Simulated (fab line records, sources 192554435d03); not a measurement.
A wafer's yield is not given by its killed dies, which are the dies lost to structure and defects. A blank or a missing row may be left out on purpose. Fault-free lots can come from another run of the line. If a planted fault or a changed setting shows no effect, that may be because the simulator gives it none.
Lot-split experiment + flow n5_finfet + route with 1938 steps; 7 lots, 21 wafers read

ABOUT THE SPLIT
At N5_BEOL_M10_ILD_DEP_00 (deposits SiCOH lowk from DEMS/porogen, target thk 308.51 nm, time 58 s), the setting time_s was moved away from the recipe's 58 s on 5 of the 21 wafers read, by -11.7% to +11.1%. This setting was run at the recipe's value on the other wafers.

SPLIT TO READING: what lies between them in the file, 1 step
- N5_BEOL_M10_CURE_71: cures SiCOH lowk, time 240 s

THE READING
Values of M10_ILD_THK in nm from N5_BEOL_M10_THK_MEAS_01. On this fab line, fault-free wafers typically give 268 nm with a standard deviation of 3.8 nm.

| wafer  | tool, chamber at the split | time_s as run, s | against the recipe | M10_ILD_THK, nm | against lot-mates on the recipe |
|--------|----------------------------|------------------|--------------------|-----------------|---------------------------------|
| L079.3 | pecvd-02, 2                | 58               | recipe             | 267             | -                               |
| L079.5 | pecvd-02, 1                | 58               | recipe             | 266             | -                               |
| L079.6 | pecvd-02, 0                | 58               | recipe             | 273             | -                               |
| L085.2 | pecvd-03, 1                | 58               | recipe             | 263             | -                               |
| L085.5 | pecvd-03, 1                | 58               | recipe             | 269             | -                               |
| L085.6 | pecvd-03, 0                | 51.22            | -11.7%             | 242             | -24                             |
| L084.1 | pecvd-02, 2                | 58               | recipe             | 268             | -                               |
| L084.2 | pecvd-02, 1                | 55.23            | -4.8%              | 246             | -22                             |
| L084.6 | pecvd-02, 0                | 58               | recipe             | 267             | -                               |
| L091.1 | pecvd-03, 2                | 58               | recipe             | 273             | -                               |
| L091.4 | pecvd-03, 1                | 58               | recipe             | 269             | -                               |
| L091.5 | pecvd-03, 2                | 58               | recipe             | 273             | -                               |
| L092.3 | pecvd-04, 1                | 64.46            | +11.1%             | 294             | +27                             |
| L092.4 | pecvd-04, 2                | 64.46            | +11.1%             | 301             | +34                             |
| L092.5 | pecvd-04, 0                | 58               | recipe             | 267             | -                               |
| L096.2 | pecvd-02, 2                | 58               | recipe             | 269             | -                               |
| L096.3 | pecvd-02, 1                | 58               | recipe             | 266             | -                               |
| L096.4 | pecvd-02, 1                | 58               | recipe             | 271             | -                               |
| L097.1 | pecvd-03, 0                | 53.33            | -8.1%              | 245             | -24                             |
| L097.2 | pecvd-03, 2                | 58               | recipe             | 268             | -                               |
| L097.4 | pecvd-03, 0                | 58               | recipe             | 269             | -                               |

FIT RESULTS
A straight line over all 21 wafers: M10_ILD_THK changes by +2.65 nm for each +1% of time_s; r = +0.96; the points scatter about the line by 3.7 nm.
The same after taking each lot's own level away (the mean of its wafers on the recipe; 21 wafers): +2.65 nm for each +1%; r = +0.97; scatter 3.5 nm.
Per that fit: largest time_s move, reading shift of 31 nm.
From 266.0 to 271.7 nm: that is the span of the lots' own levels, equal to 1.5 times the standard deviation above.
Hence the lot-to-lot level has little effect on the slope; both slopes agree.
Check: with one of the wafers moved furthest among these (-11.7%) left out of the fit, the line predicts -34.6 nm for it against its lot-mates. It came out at -24 nm against them.

THE OTHER SPLITS THESE WAFERS WENT THROUGH
Other splits were also applied to these wafers ahead of the reading. Each is held against what the fit with the lots' levels taken away leaves over:
| other split on the same wafers   | wafers away from the commonest value | r with M10_ILD_THK (lot level and that fit taken away) |
|----------------------------------|--------------------------------------|--------------------------------------------------------|
| N5_BEOL_M8_TRENCH_ETCH_37 time_s | 7                                    | -0.36                                                  |

THE WHOLE CHAIN: every reading that the file lists as answering this split, in the file's order
| step                    | what it does                                                           | reading                                                                                   | change (the file's fit)              | r (the file's) |
|-------------------------|------------------------------------------------------------------------|-------------------------------------------------------------------------------------------|--------------------------------------|----------------|
| N5_BEOL_M10_ILD_DEP_00  | deposits SiCOH lowk from DEMS/porogen, target thk 308.51 nm, time 58 s | SiCOH_lowk_of_BEOL_M10_ILD_DEP_00.thk_nm (the simulator's own value, which no gauge read) | +2.97 nm for each +1% of the setting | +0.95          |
| N5_BEOL_M10_CURE_71     | cures SiCOH lowk, time 240 s                                           | SiCOH_lowk_of_BEOL_M10_ILD_DEP_00.thk_nm (the simulator's own value, which no gauge read) | +2.62 nm for each +1% of the setting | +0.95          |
| N5_BEOL_M10_THK_MEAS_01 |                                                                        | M10_ILD_THK                                                                               | +2.63 for each +1% of the setting    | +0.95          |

THE FILE'S OWN FIT
M10_ILD_THK changes by +2.63 nm for each +1% of time_s, r = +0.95.
